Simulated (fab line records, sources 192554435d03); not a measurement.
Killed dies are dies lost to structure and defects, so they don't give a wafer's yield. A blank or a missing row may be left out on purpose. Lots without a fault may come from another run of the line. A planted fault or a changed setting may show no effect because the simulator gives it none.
Split-lot experiment | flow n5_finfet | 7 lots, 21 wafers read, on a route of 1938 steps

THE SPLIT
At N5_BEOL_M7_HM_DEP_02 (deposits TiN, target thk 20 nm), the setting target_thk_a was moved away from the recipe's 200 angstrom on 5 of the 21 wafers read, by -11.2% to +10.7%. The other wafers ran this setting at the recipe's value.

FROM THE SPLIT TO THE READING: what the file shows between them, 4 steps
- N5_BEOL_M7_COAT_59: time 60 s, resist thk 100 nm
- N5_BEOL_M7_COAT_60: time 60 s, resist thk 35 nm
- N5_BEOL_M7_STRIP_68: strips in N2/H2
- N5_BEOL_M7_STRIP_67: strips in CF4

THE READING
etch.depth_nm (the simulator's own value, which no gauge read), in nm, at N5_BEOL_M7_HM_OPEN_17 (chemistry Cl2/BCl3, target TiN, target depth 20 nm, overetch 6 nm). The file gives no usual value for it. The 16 wafers here that ran the recipe average 19.85 nm, standard deviation 0.26 nm.

wafer  | tool, chamber at the split | target_thk_a as run, angstrom | against the recipe | etch.depth_nm, nm | against lot-mates on the recipe
L074.1 | pvd_sputter-01, -          | 200                           | recipe             | 19.62             | -
L074.2 | pvd_sputter-01, -          | 200                           | recipe             | 19.95             | -
L074.5 | pvd_sputter-01, -          | 200                           | recipe             | 19.8              | -
L078.1 | pvd_sputter-01, -          | 200                           | recipe             | 19.85             | -
L078.3 | pvd_sputter-01, -          | 200                           | recipe             | 19.3              | -
L078.6 | pvd_sputter-01, -          | 200                           | recipe             | 19.44             | -
L080.1 | pvd_sputter-02, -          | 200                           | recipe             | 19.92             | -
L080.4 | pvd_sputter-02, -          | 200                           | recipe             | 19.78             | -
L080.5 | pvd_sputter-02, -          | 178.1                         | -11.0%             | 17.58             | -2.27
L083.3 | pvd_sputter-03, -          | 177.7                         | -11.2%             | 17.88             | -2.08
L083.5 | pvd_sputter-03, -          | 200                           | recipe             | 19.81             | -
L083.6 | pvd_sputter-03, -          | 200                           | recipe             | 20.11             | -
L085.1 | pvd_sputter-03, -          | 178.2                         | -10.9%             | 17.75             | -2.06
L085.5 | pvd_sputter-03, -          | 200                           | recipe             | 19.8              | -
L085.6 | pvd_sputter-03, -          | 200                           | recipe             | 19.83             | -
L088.2 | pvd_sputter-03, -          | 221.3                         | +10.7%             | 22.22             | +1.76
L088.5 | pvd_sputter-03, -          | 221.3                         | +10.7%             | 22.41             | +1.95
L088.6 | pvd_sputter-03, -          | 200                           | recipe             | 20.46             | -
L097.1 | pvd_sputter-02, -          | 200                           | recipe             | 19.99             | -
L097.2 | pvd_sputter-02, -          | 200                           | recipe             | 20.08             | -
L097.6 | pvd_sputter-02, -          | 200                           | recipe             | 19.79             | -

THE FIT
A straight line over all 21 wafers: etch.depth_nm changes by +0.208 nm for each +1% of target_thk_a; r = +0.97; the points scatter about the line by 0.26 nm.
The same after taking each lot's own level away (the mean of its wafers on the recipe; 21 wafers): +0.186 nm for each +1%; r = +0.99; scatter 0.15 nm.
On that fit, the largest move of target_thk_a shifts the reading by 2.1 nm.
The lots' own levels span 19.530 to 20.460 nm, that is 3.6 times the standard deviation above.
So the lot-to-lot level changes the slope: the two fits differ.
Check: with one of the wafers moved furthest among these (-11.2%) left out of the fit, the line predicts -2.11 nm for it against its lot-mates. It came out at -2.08 nm against them.

OTHER SPLITS ON THESE WAFERS
These wafers also went through other splits before the reading. Each is held against what the fit with the lots' levels taken away leaves over:
other split on the same wafers   | wafers away from the commonest value | r with etch.depth_nm (lot level and that fit taken away)
N5_BEOL_M6_TRENCH_ETCH_37 time_s | 8                                    | +0.19
N5_BEOL_M7_PECVD_70 temp_c       | 11                                   | +0.08

THE WHOLE CHAIN: every reading that the file lists as answering this split, in the file's order
step                  | what it does                                                      | reading                                                                          | change (the file's fit)               | r (the file's)
N5_BEOL_M7_HM_DEP_02  | deposits TiN, target thk 20 nm                                    | TiN_of_BEOL_M7_HM_DEP_02.thk_nm (the simulator's own value, which no gauge read) | +0.193 nm for each +1% of the setting | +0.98
N5_BEOL_M7_HM_OPEN_17 | chemistry Cl2/BCl3, target TiN, target depth 20 nm, overetch 6 nm | etch.depth_nm (the simulator's own value, which no gauge read)                   | +0.189 nm for each +1% of the setting | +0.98

THE FILE'S OWN FIT
etch.depth_nm changes by +0.189 nm for each +1% of target_thk_a, r = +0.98.
